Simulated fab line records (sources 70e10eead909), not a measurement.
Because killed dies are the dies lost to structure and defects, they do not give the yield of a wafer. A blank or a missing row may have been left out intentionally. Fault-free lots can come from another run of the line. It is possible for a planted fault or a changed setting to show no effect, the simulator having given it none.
Which tool was responsible? :: flow nand-harc :: 21 wafers from 7 lots sampled at 2 of the route's 1159 steps

WHAT EACH GAUGE READ, for each wafer
NHARC_A_ONON_D1_THK_MEAS_30: measures by ellipsometry.
lot: L853
measured: day 8 08:35
on: film-metro-01
thk-nm (nm): 985 983 985

lot: L856
measured: day 9 06:21
on: film-metro-02
thk-nm (nm): 986 986 986

lot: L859
measured: day 9 18:49
on: film-metro-01
thk-nm (nm): 983 983 983

lot: L857
measured: day 10 01:16
on: film-metro-01
thk-nm (nm): 997 996 996

lot: L864
measured: day 11 01:13
on: film-metro-02
thk-nm (nm): 999 998 999

lot: L872
measured: day 12 23:56
on: film-metro-02
thk-nm (nm): 976 975 976

lot: L875
measured: day 13 20:31
on: film-metro-02
thk-nm (nm): 1011 1011 1013

TOOL THAT RAN EACH LOT (tool first, then ch and the chambers of the sampled wafers, then the start)
lot: L853
NHARC_A_ONON_D1_DEP_28: pecvd-onon-03 ch 0, day 8 08:05

lot: L856
NHARC_A_ONON_D1_DEP_28: pecvd-onon-02 ch 0, day 9 05:53

lot: L859
NHARC_A_ONON_D1_DEP_28: pecvd-onon-04 ch 0, day 9 18:18

lot: L857
NHARC_A_ONON_D1_DEP_28: pecvd-onon-03 ch 0, day 10 00:46

lot: L864
NHARC_A_ONON_D1_DEP_28: pecvd-onon-03 ch 0, day 11 00:42

lot: L872
NHARC_A_ONON_D1_DEP_28: pecvd-onon-02 ch 0, day 12 23:26

lot: L875
NHARC_A_ONON_D1_DEP_28: pecvd-onon-04 ch 0, day 13 20:04
- NHARC_A_ONON_D1_DEP_28: target thk 1000 nm.

THE ANSWER, worked out from the rows above alone
Rule: the usual values come from the lots themselves. Put in order of their means at a reading, lots are off if they are a third of the lots or fewer, leave a main group of 4 or more, and stand apart from it by a gap of 3 or more times the standard deviation of the main group's means; of several such gaps the widest counts. The tables above print the reading to a certain number of digits; a main group whose means all agree to those digits is not used. Also off: a lot with no number at a reading for which 4 or more lots have one. Any other lot the step has rows for is counted as sound.
None of the lots is off at any reading shown; this tells nothing.

WHAT HAD BEEN PUT IN BY THE SIMULATOR
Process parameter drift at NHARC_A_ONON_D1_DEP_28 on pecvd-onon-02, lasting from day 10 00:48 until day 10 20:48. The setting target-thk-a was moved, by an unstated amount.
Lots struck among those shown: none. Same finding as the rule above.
